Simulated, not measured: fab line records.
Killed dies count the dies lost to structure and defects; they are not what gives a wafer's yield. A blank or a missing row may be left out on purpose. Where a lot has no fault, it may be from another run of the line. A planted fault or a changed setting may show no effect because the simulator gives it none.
Which tool is to blame? + flow n5Finfet + 11 lots with 33 wafers sampled at 5 steps, on a route of 1938 steps

WHAT EACH GAUGE READ, for each wafer
N5_BEOL_M1_THK_MEAS_01.
| lot  | measured     | on           | M1_ILD_THK (nm) |
|------|--------------|--------------|-----------------|
| L997 | day 6 19:47  | filmMetro-01 | 77.1 77.7 78.5  |
| L995 | day 6 21:38  | filmMetro-01 | 79.5 79.2 79.3  |
| L996 | day 6 23:00  | filmMetro-01 | 78.5 79.2 79.0  |
| L998 | day 7 00:21  | filmMetro-01 | 78.6 79.1 80.1  |
| L107 | day 9 13:17  | filmMetro-02 | 77.7 78.3 79.9  |
| L108 | day 9 13:18  | filmMetro-01 | 79.5 80.3 79.4  |
| L109 | day 10 03:29 | filmMetro-02 | 77.8 79.9 80.3  |
| L113 | day 10 21:25 | filmMetro-01 | 79.2 79.7 78.5  |
| L117 | day 12 01:29 | filmMetro-02 | 80.5 79.7 79.3  |

N5_BEOL_M4_RC_MEAS_101.
| lot  | measured     | on        | DIBL_N (mV/V)  | DIBL_P (mV/V)  | IOFF_N (nA/um) | IOFF_P (nA/um) | ION_N (uA/um) | ION_P (uA/um) | SS_N (mV/dec)  | SS_P (mV/dec)  | VT_N (mV)   | VT_P (mV)      |
|------|--------------|-----------|----------------|----------------|----------------|----------------|---------------|---------------|----------------|----------------|-------------|----------------|
| L997 | day 8 14:13  | prober-02 | 32.8 35.9 34.4 | 32.8 35.1 32.9 | 0.12 0.16 0.14 | 0.17 0.20 0.17 | 660 663 652   | 454 454 446   | 70.6 71.8 71.6 | 72.8 72.8 72.2 | 255 250 252 | -252 -252 -251 |
| L995 | day 9 00:19  | prober-02 | 37.7 36.5 36.5 | 37.5 35.6 36.0 | 0.18 0.16 0.16 | 0.22 0.19 0.19 | 674 666 676   | 463 456 453   | 71.6 71.3 71.7 | 73.8 73.2 73.5 | 250 250 250 | -249 -252 -252 |
| L996 | day 8 18:03  | prober-02 | 35.1 37.2 37.5 | 33.9 36.8 35.1 | 0.13 0.17 0.17 | 0.15 0.19 0.16 | 653 682 677   | 449 455 451   | 70.7 71.6 71.5 | 73.5 73.1 73.5 | 251 251 248 | -257 -255 -256 |
| L998 | day 9 03:32  | prober-02 | 37.5 40.4 37.1 | 38.3 42.5 38.5 | 0.17 0.24 0.16 | 0.21 0.28 0.21 | 668 691 678   | 460 463 461   | 71.6 72.7 72.3 | 73.6 75.5 73.6 | 250 242 250 | -252 -248 -251 |
| L107 | day 11 09:40 | prober-02 | 34.9 35.7 36.9 | 35.1 34.9 37.2 | 0.13 0.14 0.17 | 0.16 0.16 0.19 | 673 672 686   | 455 454 459   | 70.6 71.3 71.6 | 73.0 73.2 74.1 | 251 253 250 | -256 -256 -251 |
| L108 | day 11 09:52 | prober-01 | 38.3 38.2 35.9 | 38.9 39.0 36.5 | 0.21 0.21 0.16 | 0.27 0.26 0.21 | 691 691 681   | 467 470 467   | 71.7 71.4 71.6 | 74.6 74.2 72.9 | 247 246 251 | -247 -248 -250 |
| L109 | day 11 17:23 | prober-01 | 37.3 37.9 37.8 | 36.8 35.9 35.7 | 0.18 0.20 0.18 | 0.24 0.23 0.22 | 676 685 681   | 465 468 466   | 71.6 71.9 71.8 | 73.5 73.4 72.5 | 246 246 247 | -248 -250 -250 |
| L113 | day 12 21:56 | prober-01 | 37.1 36.4 38.0 | 37.7 35.5 38.3 | 0.17 0.15 0.21 | 0.27 0.22 0.28 | 679 668 702   | 465 461 472   | 72.8 71.0 73.2 | 73.5 73.3 74.1 | 248 252 244 | -245 -245 -245 |
| L117 | day 14 00:20 | prober-01 | 39.1 37.7 39.5 | 38.5 37.1 39.5 | 0.18 0.16 0.19 | 0.23 0.22 0.26 | 663 659 681   | 460 458 467   | 71.9 72.1 72.8 | 74.1 73.7 73.8 | 251 252 251 | -249 -248 -247 |

WHICH TOOL RAN EACH LOT (tool, then ch and the chambers of the sampled wafers, then the start)
| lot  | N5_BEOL_M0_ANNEAL_133       | N5_BEOL_M0_ANNEAL_135       | N5_BEOL_M0_DEP_125              |
|------|-----------------------------|-----------------------------|---------------------------------|
| L997 | pvdSputter-03, day 6 18:25  | pvdSputter-03, day 6 18:32  | pecvd-02 ch 0,2, day 6 19:35    |
| L995 | pvdSputter-01, day 6 20:14  | pvdSputter-01, day 6 20:22  | pecvd-03 ch 0,2, day 6 21:25    |
| L996 | pvdSputter-01, day 6 21:20  | pvdSputter-01, day 6 21:27  | pecvd-03 ch 0,2, day 6 22:46    |
| L998 | pvdSputter-02, day 6 22:28  | pvdSputter-02, day 6 22:35  | pecvd-03 ch 0,2, day 7 00:07    |
| L100 | pvdSputter-01, day 7 11:37  | pvdSputter-01, day 7 11:44  | pecvd-02 ch 0,1, day 7 12:45    |
| L101 | pvdSputter-03, day 7 18:00  | pvdSputter-03, day 7 18:07  | pecvd-03 ch 0,2, day 7 19:08    |
| L107 | pvdSputter-03, day 9 10:22  | pvdSputter-03, day 9 10:30  | pecvd-04 ch 1,2, day 9 13:05    |
| L108 | pvdSputter-03, day 9 10:52  | pvdSputter-03, day 9 10:59  | pecvd-02 ch 0,1, day 9 13:06    |
| L109 | pvdSputter-02, day 10 01:53 | pvdSputter-02, day 10 02:00 | pecvd-03 ch 0,1,2, day 10 03:17 |
| L113 | pvdSputter-03, day 10 20:04 | pvdSputter-03, day 10 20:11 | pecvd-03 ch 0,1,2, day 10 21:13 |
| L117 | pvdSputter-02, day 12 00:09 | pvdSputter-02, day 12 00:16 | pecvd-02 ch 0,1,2, day 12 01:19 |
- N5_BEOL_M0_ANNEAL_133: time 60 s.
- N5_BEOL_M0_ANNEAL_135: time 60 s.
- N5_BEOL_M0_DEP_125: deposits SiCN from 3MS/NH3, target thk 8 nm, time 14 s.

WHAT THE TOOLS THEMSELVES READ (means of the sampled wafers that have a number; where no wafer has one, the mark that the record gives instead)
N5_BEOL_M0_ANNEAL_133.
| lot  | tool          | heaterPowerW (W) |
|------|---------------|------------------|
| L997 | pvdSputter-03 | 924              |
| L995 | pvdSputter-01 | 835              |
| L996 | pvdSputter-01 | 799              |
| L998 | pvdSputter-02 | 916              |
| L100 | pvdSputter-01 | 819              |
| L101 | pvdSputter-03 | 855              |
| L107 | pvdSputter-03 | 770              |
| L108 | pvdSputter-03 | 930              |
| L109 | pvdSputter-02 | 885              |
| L113 | pvdSputter-03 | 906              |
| L117 | pvdSputter-02 | 981              |

N5_BEOL_M0_ANNEAL_135.
| lot  | tool          | heaterPowerW (W) |
|------|---------------|------------------|
| L997 | pvdSputter-03 | 918              |
| L995 | pvdSputter-01 | 839              |
| L996 | pvdSputter-01 | 800              |
| L998 | pvdSputter-02 | 914              |
| L100 | pvdSputter-01 | 837              |
| L101 | pvdSputter-03 | 853              |
| L107 | pvdSputter-03 | 763              |
| L108 | pvdSputter-03 | 932              |
| L109 | pvdSputter-02 | 886              |
| L113 | pvdSputter-03 | 897              |
| L117 | pvdSputter-02 | 980              |

N5_BEOL_M0_DEP_125.
| lot  | tool     | chamberPressureTorr (Torr) | rfFwdPowerW (W) | showerheadPlenumPTorr (Torr) | throttleValvePct (%) |
|------|----------|----------------------------|-----------------|------------------------------|----------------------|
| L997 | pecvd-02 | 2.999                      | 199.9           | 3.662                        | 8.9                  |
| L995 | pecvd-03 | 3.006                      | 199.7           | 3.672                        | 8.8                  |
| L996 | pecvd-03 | 3.008                      | 199.9           | 3.673                        | 8.9                  |
| L998 | pecvd-03 | 2.996                      | 199.9           | 3.681                        | 9.0                  |
| L100 | pecvd-02 | -                          | -               | -                            | -                    |
| L101 | pecvd-03 | -                          | -               | -                            | -                    |
| L107 | pecvd-04 | 3.004                      | 200.0           | 3.692                        | 8.8                  |
| L108 | pecvd-02 | 3.001                      | 198.9           | 3.672                        | 9.5                  |
| L109 | pecvd-03 | 2.999                      | 199.1           | 3.668                        | 9.2                  |
| L113 | pecvd-03 | 3.001                      | 199.4           | 3.666                        | 9.2                  |
| L117 | pecvd-02 | 2.998                      | 200.1           | 3.670                        | 9.2                  |

THE ANSWER, worked out from the rows above alone
Rule: what is usual is taken from the lots themselves. The widest of any qualifying gaps counts: lots, ordered by their means at a reading, are off when they make up no more than a third of the lots, leave a main group of 4 or more, and stand apart from it by 3 or more times the standard deviation of that group's means. Not used: any main group whose means are identical at the precision the tables above print for the reading. Also off: a lot with no number at a reading for which 4 or more lots have one. All remaining lots with rows at the step are treated as sound. First the gauges in route order, then the tools' own readings, where a lot's mean is used as printed above. At the first step where some lot is off, the reading lying furthest off is the one used; lots without a number count as furthest.
Off at N5_BEOL_M0_DEP_125 (chamberPressureTorr): L100, L101. Without a number there: L100, L101. The main group has a mean of 3.001 Torr with a standard deviation of 0.0037.
A tool fits if, at that step or a process step before it, it ran every lot that is off, and no sound lot after the first of them. Of those tried, none fits.

WHAT WAS PUT IN BY THE SIMULATOR
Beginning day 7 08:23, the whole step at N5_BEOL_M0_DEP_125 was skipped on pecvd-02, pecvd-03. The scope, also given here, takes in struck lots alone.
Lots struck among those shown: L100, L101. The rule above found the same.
